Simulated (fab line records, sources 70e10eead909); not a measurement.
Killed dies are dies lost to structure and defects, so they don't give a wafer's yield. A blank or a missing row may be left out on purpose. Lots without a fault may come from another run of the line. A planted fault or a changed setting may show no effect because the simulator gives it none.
A struck lot beside a sound one | flow nand_harc | 15 steps out of a route of 1302
Sound: wafers L559.3, L559.4, L559.6. Struck: wafers L567.2, L567.6. (L567.1 of the same lot was not struck and is left out.) The cause comes at the end.
At each step with rows: each side's tool, then ch and its chambers, then its first start. Under that, the readings that differ: sound wafers | struck wafers | difference of the means | sigmas: that difference in standard deviations of wafers without a fault.
alike: readings whose means differ by less than 2 such deviations, and words and numbers that are the same on both sides. not compared: withheld readings, readings that some wafer has no value for, bounds like >300 that may hide the same value, and numbers for which the record gives no deviation and whose values overlap.
The two part at a step that has a row with sigmas, a row that says differs or no value, or rows on one side only. Numbers that don't overlap but have no deviation are shown without sigmas and don't part them. A reading that every wafer of one side lacks parts them only if that side has two wafers or more.

first, 8 steps without rows for these wafers: NHARC_P_M2_HMDS_02 (time 30 s); NHARC_P_M2_COAT_34 (time 65 s); NHARC_P_M2_COAT_03 (resist thk 90 nm); NHARC_P_M2_SOFTBAKE_04 (time 55 s); NHARC_P_M2_EBR_05; NHARC_P_M2_EXPOSE_06 (exposes mask P M2, target cd 170 nm); NHARC_P_M2_PEB_07 (peb time 65 s); NHARC_P_M2_DEVELOP_08 (develop time 35 s).
NHARC_P_M2_CD_MEAS_09: target cd 170 nm.
  sound on cd_sem-03 ch 0, day 7 12:20; struck on cd_sem-02 ch 0, day 10 17:57
  alike: cd_nm
NHARC_P_M2_OVL_MEAS_10: pitch 340 nm.
  sound on overlay-01, day 7 12:25; struck on overlay-01, day 10 18:02
  alike: overlay_x_nm, overlay_y_nm
NHARC_P_M2_INSPECT_11:
  sound on defect_inspect-02, day 7 12:27; struck on defect_inspect-01, day 10 18:05
  alike: raw_defect_count
NHARC_P_M2_DESCUM_14: chemistry O2, time 3 s.
  sound on rie_diel-08 ch 0,3, day 7 12:31; struck on rie_diel-03 ch 2,3, day 10 18:09
  reading                         | sound          | struck    | difference | sigmas
  showerhead_plenum_p_Torr (Torr) | 1.79 1.80 1.79 | 2.03 1.91 | +0.18      | +2
  alike: drypump_motor_current_A, oes_product_au, rf_vpp_V, throttle_valve_pct
  not compared: rf_hours_counter_h
NHARC_P_M2_ETCH_35: etches the open film in N2/H2, target depth 40 nm, overetch 12 nm, time 43.94 s.
  sound on rie_diel-08 ch 2,3, day 7 12:36; struck on rie_diel-03 ch 0, day 10 18:14
  reading               | sound             | struck      | difference | sigmas
  oes_product_au (a.u.) | 1.005 0.995 0.988 | 0.837 0.825 | -0.165     | -15
  alike: drypump_motor_current_A, rf_fwd_power_W, rf_vpp_V, showerhead_plenum_p_Torr, throttle_valve_pct
  not compared: rf_hours_counter_h
NHARC_P_M2_ETCH_15: etches the open film in C4F8/Ar, target depth 182.5 nm, time 91.2 s.
  sound on rie_diel-08 ch 0,1,2; struck on rie_diel-03 ch 1
  alike: oes_product_au, rf_fwd_power_W, rf_vpp_V
  not compared: rf_hours_counter_h
-- the record jumps here: 18 days lie between the struck wafers' starts before and after (it left off in module P_M2 and takes up again in module END, whose first step shown is number 1302 of the route) --
NHARC_END_SORT_01:
  sound on prober-02 ch 0, day 24 22:29; struck on prober-01 ch 0, day 28 17:54
  reading             | sound | struck | difference | sigmas
  killed_at_periphery | 0 2 2 | 10 6   | +7         | +3
  alike: defect_limited_yield, killed_at_array, killed_at_other, killed_dies, killed_open, killed_short

WHERE THEY PART
First at NHARC_P_M2_DESCUM_14; last, within this record, at NHARC_END_SORT_01.

WHY: what the simulator had put in
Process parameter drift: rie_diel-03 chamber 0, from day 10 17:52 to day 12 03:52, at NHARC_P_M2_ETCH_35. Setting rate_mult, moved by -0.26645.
